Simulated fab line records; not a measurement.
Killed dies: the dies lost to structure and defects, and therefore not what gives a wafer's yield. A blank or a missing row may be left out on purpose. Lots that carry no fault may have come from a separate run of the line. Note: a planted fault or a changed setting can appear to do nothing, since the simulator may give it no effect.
fab line records	flow nand_harc
record: lots: 24	wafers: 72	last_day: 34
route steps=1302 shown P_GATE@207 P_CONTACT@217 P_M0@265 P_M1@311
lots that met no fault: taken from a fault-free run of the same line
start_h: the number of hours between the record's first day and the start of the first shown wafer of the lot	wait_h: how many hours have passed since the lot's step before this one	" identical to the entry in the row above	L1.1+2: several wafers, shown together as one row	- either no value or no given start	* or withheld: withheld	< > ~ a bound
route shown NAME@n: a module of which the file shows steps, and the number in the route of the first	usual: the fault-free wafers' mean and standard deviation	same: alike in all rows	chamber/n: place in a boat	sites: per-site readings	_std_site: how widely they spread, as a standard deviation	_edge_site: the outer-site mean with the inner-site mean subtracted	radius_mm: how far each site lies from the wafer's centre	mask NAME#n: copy n	behind: the tool/chamber that last shaped the wafer	hold: cause of the lot's hold/its duration in hours/its outcome	device: the n, p or np transistor that did not switch	end of line: the tests these same wafers got at the end of their route	a step with no rows: only its recipe	killed: the dies lost at the first sort to structure and to defects; this is not the yield of the wafer	map: a wafer's dies, x killed, . not, _ none there
set.NAME: the setting as run; set.NAME@STEP: as run at that earlier step	model.NAME: the simulator's own value behind a step, which no gauge read
route steps across a sampled set of lots; one table per step, one row per wafer
services: a tool's chamber out of use, with start hour (start_h, from the record's first day; less than 0 if before it), hours out, and reason
== steps ==
step: NHARC_P_GATE_RTA_64
recipe: temp_c: 1050	time_s: 1
usual: lamp_power_pct: 36.36/0.047	lamp_zone_5_pct: 36.37/0.048	lamp_zone_6_pct: 36.30/0.05	wafer_temp_C_max: 1055.3/1.5
lot.wafer	tool	chamber	start_h	wait_h	lamp_power_pct	lamp_zone_5_pct	lamp_zone_6_pct	wafer_temp_C_max
L074.2	rtp_anneal-01	0	124.03	-	36.43	36.37	36.41	1058.2
L074.3	"	0	"	"	36.40	36.39	36.36	1056.4
L074.5	"	0	"	"	36.40	36.41	36.37	1056.5
L076.1	rtp_anneal-01	0	129.99	-	36.31	36.34	36.37	1056.4
L076.2	"	0	"	"	36.38	36.43	36.31	1056.9
L076.4	"	0	"	"	36.40	36.40	36.35	1055.2
L075.1	rtp_anneal-01	0	130.78	-	36.42	36.47	36.34	1058.5
L075.4	"	0	"	"	36.40	36.40	36.37	1055.5
L075.6	"	0	"	"	36.43	36.45	36.37	1056.4
L078.1	rtp_anneal-02	0	154.95	-	36.36	36.36	36.21	1054.2
L078.3	"	0	"	"	36.40	36.33	36.27	1054.1
L078.5	"	0	"	"	36.35	36.33	36.22	1055.4
L077.2	rtp_anneal-02	0	156.89	-	36.32	36.33	36.30	1053.6
L077.3	"	0	"	"	36.28	36.36	36.23	1054.3
L077.4	"	0	"	"	36.27	36.32	36.27	1053.7
L079.1	rtp_anneal-01	0	172.47	-	36.48	36.42	36.35	1058.9
L079.2	"	0	"	"	36.43	36.42	36.34	1054.9
L079.4	"	0	"	"	36.35	36.41	36.37	1055.4
L080.1	rtp_anneal-01	0	173.30	-	36.45	36.37	36.38	1057.0
L080.2	"	0	"	"	36.44	36.44	36.35	1055.2
L080.3	"	0	"	"	36.38	36.40	36.26	1059.8
L081.3	rtp_anneal-02	0	185.81	-	36.35	36.30	36.25	1054.5
L081.4	"	0	"	"	36.29	36.36	36.30	1055.9
L081.5	"	0	"	"	36.35	36.38	36.34	1055.5
L082.1	rtp_anneal-01	0	192.25	-	36.38	36.41	36.38	1055.3
L082.4	"	0	"	"	36.38	36.41	36.35	1055.2
L082.5	"	0	"	"	36.39	36.40	36.40	1055.6
L083.2	rtp_anneal-02	0	199.89	-	36.32	36.37	36.19	1053.7
L083.3	"	0	"	"	36.35	36.36	36.27	1054.4
L083.5	"	0	"	"	36.31	36.32	36.24	1054.5
L084.1	rtp_anneal-02	0	220.21	-	36.37	36.32	36.31	1054.4
L084.2	"	0	"	"	36.34	36.34	36.30	1053.5
L084.4	"	0	"	"	36.37	36.34	36.25	1054.4
L085.1	rtp_anneal-02	0	224.21	-	36.34	36.34	36.32	1054.3
L085.4	"	0	"	"	36.36	36.32	36.27	1055.1
L085.6	"	0	"	"	36.37	36.36	36.27	1054.0
L086.1	rtp_anneal-02	0	228.29	-	36.37	36.32	36.27	1054.1
L086.3	"	0	"	"	36.30	36.28	36.29	1053.5
L086.4	"	0	"	"	36.34	36.34	36.26	1053.8
L087.1	rtp_anneal-02	0	248.51	-	36.33	36.40	36.21	1053.5
L087.3	"	0	"	"	36.27	36.35	36.29	1052.7
L087.5	"	0	"	"	36.36	36.32	36.31	1055.5
L088.4	rtp_anneal-01	0	264.96	-	36.43	36.40	36.33	1056.8
L088.5	"	0	"	"	36.45	36.43	36.37	1056.1
L088.6	"	0	"	"	36.36	36.39	36.34	1056.1
L089.1	rtp_anneal-02	0	265.64	-	36.37	36.35	36.27	1056.2
L089.4	"	0	"	"	36.36	36.39	36.29	1055.4
L089.5	"	0	"	"	36.27	36.36	36.21	1053.5
L090.2	rtp_anneal-02	0	277.00	-	36.30	36.32	36.26	1053.1
L090.4	"	0	"	"	36.32	36.36	36.26	1053.8
L090.5	"	0	"	"	36.31	36.26	36.21	1053.9
L091.2	rtp_anneal-01	0	283.15	-	36.37	36.47	36.38	1056.0
L091.4	"	0	"	"	36.39	36.43	36.33	1057.2
L091.5	"	0	"	"	36.43	36.41	36.30	1055.9
L092.2	rtp_anneal-02	0	291.76	-	36.37	36.35	36.30	1054.1
L092.5	"	0	"	"	36.32	36.27	36.30	1053.7
L092.6	"	0	"	"	36.32	36.27	36.26	1053.7
L093.4	rtp_anneal-01	0	306.79	-	36.40	36.40	36.37	1057.5
L093.5	"	0	"	"	36.40	36.39	36.30	1056.5
L093.6	"	0	"	"	36.37	36.34	36.36	1056.2
L094.2	rtp_anneal-02	0	313.37	-	36.33	36.37	36.30	1054.3
L094.3	"	0	"	"	36.38	36.32	36.20	1054.0
L094.4	"	0	"	"	36.33	36.37	36.19	1055.1
L095.1	rtp_anneal-02	0	320.30	-	36.36	36.44	36.30	1054.4
L095.2	"	0	"	"	36.35	36.29	36.28	1053.0
L095.5	"	0	"	"	36.35	36.35	36.30	1054.4
L096.1	rtp_anneal-01	0	331.79	-	36.46	36.44	36.29	1055.1
L096.2	"	0	"	"	36.38	36.37	36.27	1056.4
L096.3	"	0	"	"	36.33	36.40	36.38	1054.6
L097.3	rtp_anneal-01	0	347.79	-	36.27	36.34	36.22	1055.5
L097.5	"	0	"	"	36.26	36.40	36.30	1056.6
L097.6	"	0	"	"	36.33	36.36	36.22	1055.2
step: NHARC_P_CONTACT_DEP_30
recipe: target_thk_a: 300	temp_c: 400	target_thk_nm: 30	flow_sccm: 200	rf_w: 450	material: SiNx
usual: heater_power_w: 741/130
lot.wafer	tool	chamber	start_h	wait_h	heater_power_w	since_wet_clean_h
L074.3	pecvd-02	0	125.32	0.1	973	66
L074.2	"	1	"	"	691	66
L074.5	"	1	"	"	711	-
L076.1	pecvd-02	0	131.36	0.1	853	72
L076.2	"	2	"	"	827	72
L076.4	"	2	"	"	834	-
L075.1	pecvd-04	1	132.11	0.1	669	31
L075.4	"	1	"	"	675	-
L075.6	"	0	"	"	828	-
L078.3	pecvd-03	1	156.38	0.1	711	139
L078.1	"	2	"	"	882	139
L078.5	"	1	"	"	688	-
L077.3	pecvd-02	2	158.19	0.1	846	99
L077.2	"	1	"	"	674	99
L077.4	"	2	"	"	824	-
L079.2	pecvd-02	1	173.80	0.1	652	114
L079.1	"	0	"	"	982	115
L079.4	"	1	"	"	622	-
L080.2	pecvd-03	1	174.62	0.1	731	157
L080.1	"	2	"	"	910	158
L080.3	"	0	"	"	592	158
L081.3	pecvd-04	0	187.60	0.1	798	87
L081.4	"	2	"	"	618	-
L081.5	"	0	"	"	811	-
L082.1	pecvd-02	0	193.58	0.1	1013	134
L082.4	"	1	"	"	674	-
L082.5	"	2	"	"	756	-
L083.3	pecvd-03	2	201.23	0.1	896	3
L083.2	"	0	"	"	602	3
L083.5	"	0	"	"	604	-
L084.1	pecvd-03	0	221.54	0.1	583	23
L084.2	"	2	"	"	886	23
L084.4	"	1	"	"	613	-
L085.1	pecvd-04	1	225.64	0.1	672	125
L085.4	"	2	"	"	526	-
L085.6	"	1	"	"	654	-
L086.1	pecvd-03	1	229.62	0.1	738	31
L086.3	"	0	"	"	648	32
L086.4	"	2	"	"	946	-
L087.1	pecvd-03	2	249.83	0.1	931	52
L087.3	"	0	"	"	640	52
L087.5	"	0	"	"	622	-
L088.4	pecvd-03	2	266.31	0.2	928	-
L088.5	"	2	"	"	917	-
L088.6	"	1	"	"	729	-
L089.1	pecvd-04	2	267.03	0.1	647	166
L089.4	"	1	"	"	675	-
L089.5	"	2	"	"	659	-
L090.2	pecvd-02	2	278.38	0.1	852	38
L090.4	"	0	"	"	899	-
L090.5	"	1	"	"	647	-
L091.2	pecvd-03	2	284.45	0.1	925	86
L091.5	"	2	"	"	921	-
L091.4	"	0	"	"	591	-
L092.2	pecvd-04	0	293.61	0.4	727	12
L092.6	"	1	"	"	631	-
L092.5	"	2	"	"	537	-
L093.6	pecvd-03	1	308.16	0.2	640	-
L093.5	"	2	"	"	839	-
L093.4	"	0	"	"	623	-
L094.3	pecvd-04	1	314.69	0.1	657	33
L094.2	"	2	"	"	666	33
L094.4	"	0	"	"	721	-
L095.2	pecvd-03	2	321.67	0.1	891	124
L095.1	"	0	"	"	531	124
L095.5	"	2	"	"	884	-
L096.1	pecvd-02	2	333.11	0.1	675	93
L096.3	"	0	"	"	993	93
L096.2	"	1	"	"	591	93
L097.3	pecvd-03	1	349.23	0.2	720	-
L097.6	"	2	"	"	789	-
L097.5	"	1	"	"	702	-
step: NHARC_P_CONTACT_DEGAS_38
recipe: temp_c: 300	time_s: 60
usual: heater_power_w: 443/52
lot.wafer	tool	chamber	start_h	wait_h	heater_power_w
L074.2	pvd_sputter-01	-	128.66	-	435
L074.3	"	-	"	"	545
L074.5	"	-	"	"	435
L076.1	pvd_sputter-03	-	134.53	-	462
L076.2	"	-	"	"	433
L076.4	"	-	"	"	349
L075.4	pvd_sputter-02	-	135.42	-	451
L075.1	"	-	"	"	403
L075.6	"	-	"	"	449
L078.1	pvd_sputter-02	-	159.81	-	486
L078.3	"	-	"	"	452
L078.5	"	-	"	"	500
L077.2	pvd_sputter-02	-	161.50	-	406
L077.4	"	-	"	"	489
L077.3	"	-	"	"	403
L079.1	pvd_sputter-01	-	177.11	-	500
L079.2	"	-	"	"	413
L079.4	"	-	"	"	437
L080.2	pvd_sputter-02	-	177.94	-	400
L080.1	"	-	"	"	460
L080.3	"	-	"	"	415
L081.4	pvd_sputter-03	-	190.89	-	337
L081.3	"	-	"	"	450
L081.5	"	-	"	"	437
L082.4	pvd_sputter-03	-	196.92	-	340
L082.1	"	-	"	"	422
L082.5	"	-	"	"	434
L083.3	pvd_sputter-01	-	204.50	-	491
L083.2	"	-	"	"	418
L083.5	"	-	"	"	411
L084.4	pvd_sputter-02	-	224.93	-	417
L084.1	"	-	"	"	501
L084.2	"	-	"	"	405
L085.4	pvd_sputter-02	-	228.92	-	442
L085.1	"	-	"	"	415
L085.6	"	-	"	"	483
L086.4	pvd_sputter-02	-	232.87	-	495
L086.1	"	-	"	"	398
L086.3	"	-	"	"	455
L087.1	pvd_sputter-03	-	253.02	-	341
L087.3	"	-	"	"	429
L087.5	"	-	"	"	449
L088.4	pvd_sputter-02	-	269.75	-	500
L088.6	"	-	"	"	430
L088.5	"	-	"	"	498
L089.4	pvd_sputter-03	-	270.18	-	441
L089.1	"	-	"	"	434
L089.5	"	-	"	"	454
L090.2	pvd_sputter-03	-	281.64	-	441
L090.4	"	-	"	"	458
L090.5	"	-	"	"	437
L091.4	pvd_sputter-01	-	287.66	-	555
L091.2	"	-	"	"	490
L091.5	"	-	"	"	440
L092.2	pvd_sputter-02	-	296.74	-	474
L092.6	"	-	"	"	401
L092.5	"	-	"	"	464
L093.4	pvd_sputter-03	-	311.46	-	433
L093.6	"	-	"	"	444
L093.5	"	-	"	"	344
L094.2	pvd_sputter-02	-	317.87	-	513
L094.3	"	-	"	"	406
L094.4	"	-	"	"	400
L095.2	pvd_sputter-01	-	324.84	-	496
L095.1	"	-	"	"	426
L095.5	"	-	"	"	486
L096.1	pvd_sputter-03	-	336.31	-	453
L096.3	"	-	"	"	337
L096.2	"	-	"	"	449
L097.3	pvd_sputter-01	-	352.62	-	488
L097.5	"	-	"	"	559
L097.6	"	-	"	"	502
step: NHARC_P_M0_INSPECT_11
usual: raw_defect_count: 4.2/2.7
lot.wafer	tool	chamber	start_h	wait_h	raw_defect_count
L074.2	defect_inspect-01	-	131.24	0.0	4
L074.3	"	-	"	"	2
L074.5	"	-	"	"	1
L076.1	defect_inspect-01	-	136.94	0.0	5
L076.2	"	-	"	"	2
L076.4	"	-	"	"	3
L075.1	defect_inspect-01	-	137.81	0.0	1
L075.4	"	-	"	"	4
L075.6	"	-	"	"	4
L078.1	defect_inspect-01	-	162.22	0.1	6
L078.3	"	-	"	"	3
L078.5	"	-	"	"	0
L077.2	defect_inspect-01	-	164.04	0.0	5
L077.3	"	-	"	"	5
L077.4	"	-	"	"	2
L079.1	defect_inspect-01	-	179.66	0.0	2
L079.2	"	-	"	"	7
L079.4	"	-	"	"	5
L080.1	defect_inspect-02	-	180.49	0.0	3
L080.2	"	-	"	"	2
L080.3	"	-	"	"	2
L081.3	defect_inspect-02	-	193.43	0.0	3
L081.4	"	-	"	"	2
L081.5	"	-	"	"	2
L082.1	defect_inspect-02	-	199.33	0.0	3
L082.4	"	-	"	"	5
L082.5	"	-	"	"	0
L083.2	defect_inspect-02	-	208.07	0.0	4
L083.3	"	-	"	"	5
L083.5	"	-	"	"	7
L084.1	defect_inspect-01	-	227.55	0.0	6
L084.2	"	-	"	"	5
L084.4	"	-	"	"	2
L085.1	defect_inspect-01	-	231.32	0.0	12
L085.4	"	-	"	"	6
L085.6	"	-	"	"	15
L086.1	defect_inspect-01	-	235.38	0.0	2
L086.3	"	-	"	"	2
L086.4	"	-	"	"	8
L087.1	defect_inspect-01	-	255.40	0.0	5
L087.3	"	-	"	"	2
L087.5	"	-	"	"	2
L088.4	defect_inspect-02	-	272.25	0.0	4
L088.5	"	-	"	"	5
L088.6	"	-	"	"	10
L089.1	defect_inspect-01	-	273.09	0.0	5
L089.4	"	-	"	"	9
L089.5	"	-	"	"	5
L090.2	defect_inspect-02	-	284.04	0.0	3
L090.4	"	-	"	"	10
L090.5	"	-	"	"	10
L091.2	defect_inspect-01	-	290.03	0.0	3
L091.4	"	-	"	"	4
L091.5	"	-	"	"	9
L092.2	defect_inspect-02	-	299.26	0.0	3
L092.5	"	-	"	"	6
L092.6	"	-	"	"	3
L093.4	defect_inspect-02	-	314.01	0.0	5
L093.5	"	-	"	"	3
L093.6	"	-	"	"	3
L094.2	defect_inspect-02	-	320.42	0.0	3
L094.3	"	-	"	"	1
L094.4	"	-	"	"	2
L095.1	defect_inspect-01	-	327.36	0.0	5
L095.2	"	-	"	"	4
L095.5	"	-	"	"	2
L096.1	defect_inspect-02	-	338.70	0.0	7
L096.2	"	-	"	"	9
L096.3	"	-	"	"	6
L097.3	defect_inspect-01	-	355.32	0.0	1
L097.5	"	-	"	"	3
L097.6	"	-	"	"	3
step: NHARC_P_M0_CMP_23
recipe: t_overpolish_s: 20	target_thk_nm: 117.54
usual: motor_current_A: 12.6/1.6	time_to_endpoint_s: 28.5/2.5
lot.wafer	tool	chamber	start_h	wait_h	motor_current_A	time_to_endpoint_s
L074.3	cmp-01	0	133.56	-	11.4	27.3
L074.2	"	1	"	"	13.8	27.8
L074.5	"	3	"	"	11.3	29.1
L076.1	cmp-03	2	139.02	-	13.7	29.1
L076.4	"	3	"	"	10.8	30.5
L076.2	"	0	"	"	13.0	31.8
L075.4	cmp-03	1	139.87	-	13.8	28.5
L075.1	"	2	"	"	13.7	27.9
L075.6	"	1	"	"	14.3	29.4
L078.1	cmp-02	1	164.32	-	10.4	29.7
L078.3	"	0	"	"	16.3	29.0
L078.5	"	2	"	"	11.4	30.0
L077.4	cmp-03	2	166.12	-	13.7	27.9
L077.2	"	3	"	"	10.6	29.2
L077.3	"	1	"	"	14.1	28.0
L079.1	cmp-01	0	181.87	-	12.2	28.4
L079.4	"	1	"	"	14.1	28.6
L079.2	"	2	"	"	11.9	26.8
L080.3	cmp-02	3	182.56	-	11.6	22.6
L080.1	"	0	"	"	16.3	25.7
L080.2	"	2	"	"	11.7	26.9
L081.3	cmp-01	1	195.49	-	13.9	26.1
L081.4	"	2	"	"	12.3	25.6
L081.5	"	1	"	"	14.2	25.9
L082.4	cmp-01	2	201.45	-	12.3	26.0
L082.1	"	3	"	"	11.8	28.7
L082.5	"	0	"	"	11.9	27.5
L083.3	cmp-03	0	210.18	-	13.2	32.6
L083.2	"	2	"	"	12.9	30.0
L083.5	"	0	"	"	12.9	30.2
L084.4	cmp-01	0	229.64	-	12.3	29.4
L084.2	"	2	"	"	12.1	27.7
L084.1	"	3	"	"	10.9	31.0
L085.4	cmp-03	1	233.38	-	14.0	31.9
L085.1	"	2	"	"	13.9	32.7
L085.6	"	2	"	"	13.8	32.0
L086.1	cmp-02	3	237.45	-	11.5	24.9
L086.3	"	1	"	"	10.5	31.6
L086.4	"	2	"	"	11.8	31.0
L087.1	cmp-02	3	257.46	-	11.2	30.1
L087.3	"	1	"	"	10.3	34.0
L087.5	"	3	"	"	11.4	25.1
L088.4	cmp-02	2	274.67	-	11.8	34.4
L088.6	"	0	"	"	15.2	26.5
L088.5	"	1	"	"	10.6	32.0
L089.4	cmp-02	1	276.48	-	10.2	35.4
L089.1	"	0	"	"	15.9	25.6
L089.5	"	2	"	"	11.7	28.3
L090.4	cmp-03	1	286.16	-	14.6	29.3
L090.2	"	2	"	"	13.4	28.1
L090.5	"	0	"	"	13.2	30.6
L091.2	cmp-02	2	292.24	-	12.0	26.4
L091.4	"	3	"	"	11.9	25.6
L091.5	"	3	"	"	11.2	25.8
L092.2	cmp-01	0	301.47	-	11.7	23.8
L092.6	"	2	"	"	12.0	25.0
L092.5	"	3	"	"	11.5	26.2
L093.4	cmp-01	2	316.25	-	11.4	28.6
L093.6	"	3	"	"	11.7	30.9
L093.5	"	0	"	"	12.0	27.3
L094.4	cmp-02	3	323.02	-	11.3	25.1
L094.2	"	0	"	"	15.0	28.0
L094.3	"	2	"	"	11.6	27.2
L095.2	cmp-01	0	329.41	-	12.5	29.0
L095.1	"	1	"	"	13.9	24.0
L095.5	"	0	"	"	11.5	26.8
L096.1	cmp-01	3	340.75	-	11.1	28.5
L096.3	"	0	"	"	12.6	26.8
L096.2	"	1	"	"	13.4	25.6
L097.3	cmp-03	0	357.46	-	13.2	31.5
L097.5	"	1	"	"	14.0	30.8
L097.6	"	2	"	"	14.2	29.8
step: NHARC_P_M1_CMP_23
recipe: t_overpolish_s: 20	target_thk_nm: 157.82
usual: motor_current_A: 12.4/1.2	time_to_endpoint_s: 29.3/2.4
lot.wafer	tool	chamber	start_h	wait_h	motor_current_A	time_to_endpoint_s
L074.2	cmp-01	1	137.74	-	13.8	28.5
L074.3	"	2	"	"	12.2	30.5
L074.5	"	0	"	"	11.8	29.9
L076.4	cmp-01	1	143.54	-	13.5	27.7
L076.1	"	2	"	"	12.5	28.2
L076.2	"	3	"	"	11.1	28.2
L075.1	cmp-04	3	144.24	-	13.2	36.6
L075.4	"	0	"	"	11.3	32.1
L075.6	"	1	"	"	12.0	28.8
L078.1	cmp-01	3	168.50	-	11.2	26.9
L078.3	"	0	"	"	11.8	28.1
L078.5	"	3	"	"	11.8	29.0
L077.2	cmp-04	1	170.40	-	11.6	29.5
L077.4	"	2	"	"	11.9	30.1
L077.3	"	0	"	"	10.9	31.3
L079.1	cmp-03	3	186.04	-	10.7	29.5
L079.2	"	0	"	"	13.9	29.5
L079.4	"	1	"	"	13.7	29.6
L080.2	cmp-01	0	186.74	-	12.1	27.3
L080.1	"	1	"	"	13.7	24.5
L080.3	"	3	"	"	11.3	29.4
L081.3	cmp-03	2	199.68	-	13.1	30.3
L081.4	"	3	"	"	10.7	29.1
L081.5	"	1	"	"	14.0	28.5
L082.4	cmp-01	3	207.02	-	11.2	29.3
L082.1	"	1	"	"	13.2	26.8
L082.5	"	0	"	"	11.4	27.2
L083.3	cmp-01	3	214.33	-	11.2	32.4
L083.2	"	2	"	"	12.0	27.0
L083.5	"	0	"	"	11.7	29.1
L084.4	cmp-04	0	233.71	-	11.7	29.2
L084.1	"	1	"	"	11.7	25.2
L084.2	"	2	"	"	11.5	27.4
L085.4	cmp-04	0	237.76	-	11.3	27.7
L085.1	"	1	"	"	12.4	27.4
L085.6	"	0	"	"	11.5	26.2
L086.1	cmp-03	2	241.58	-	13.9	30.1
L086.3	"	3	"	"	10.4	32.6
L086.4	"	0	"	"	12.7	31.2
L087.3	cmp-01	3	262.09	-	11.1	29.9
L087.1	"	2	"	"	12.0	31.1
L087.5	"	0	"	"	11.8	30.1
L088.4	cmp-03	1	278.70	-	14.6	29.7
L088.6	"	2	"	"	14.5	30.2
L088.5	"	3	"	"	10.3	29.0
L089.4	cmp-03	3	280.57	-	10.9	33.8
L089.1	"	0	"	"	13.5	32.9
L089.5	"	2	"	"	13.9	31.5
L090.2	cmp-03	1	290.27	-	13.7	32.8
L090.4	"	0	"	"	12.8	34.8
L090.5	"	2	"	"	13.6	33.5
L091.4	cmp-03	2	296.34	-	13.6	32.5
L091.2	"	3	"	"	10.6	30.8
L091.5	"	0	"	"	12.9	32.9
L092.2	cmp-01	2	305.51	-	12.1	26.7
L092.5	"	3	"	"	11.8	28.7
L092.6	"	0	"	"	12.3	25.3
L093.4	cmp-03	0	320.18	-	13.4	30.5
L093.6	"	0	"	"	13.7	33.9
L093.5	"	1	"	"	13.5	27.7
L094.4	cmp-01	1	327.34	-	14.4	27.5
L094.3	"	2	"	"	11.9	29.8
L094.2	"	0	"	"	12.5	30.8
L095.1	cmp-04	2	333.80	-	11.5	29.0
L095.2	"	3	"	"	12.9	30.1
L095.5	"	0	"	"	11.0	32.8
L096.3	cmp-01	1	344.91	-	14.2	27.3
L096.2	"	2	"	"	11.9	26.8
L096.1	"	0	"	"	11.8	27.9
L097.3	cmp-01	1	361.73	-	13.5	25.0
L097.6	"	3	"	"	11.2	28.0
L097.5	"	0	"	"	11.8	26.4
== services ==
tool	chamber	start_h	hours	kind
pvd_sputter-02	-	104.00	10.0	pm
cmp-01	-	110.15	4.0	pm
cmp-02	-	126.84	1.6	repair
pecvd-03	-	127.20	0.9	repair
cmp-02	-	134.65	4.0	pm
cmp-02	-	139.44	1.0	repair
cmp-03	-	162.06	4.0	pm
pvd_sputter-03	-	170.00	10.0	pm
pecvd-03	-	185.19	13.0	pm
cmp-01	-	190.75	1.5	repair
cmp-03	-	194.07	0.6	repair
cmp-01	-	205.01	0.5	repair
cmp-01	-	208.15	4.0	pm
cmp-01	-	226.06	1.5	repair
cmp-02	-	232.65	4.0	pm
pecvd-03	0	251.28	17.0	repair
cmp-02	-	259.19	0.6	repair
cmp-03	-	260.06	4.0	pm
pecvd-03	-	274.79	1.3	repair
cmp-01	-	279.26	0.3	repair
cmp-01	-	306.15	4.0	pm
pecvd-03	0	324.01	35.8	repair
cmp-03	-	354.16	0.3	repair
cmp-03	-	358.06	4.0	pm
== key ==
fault none
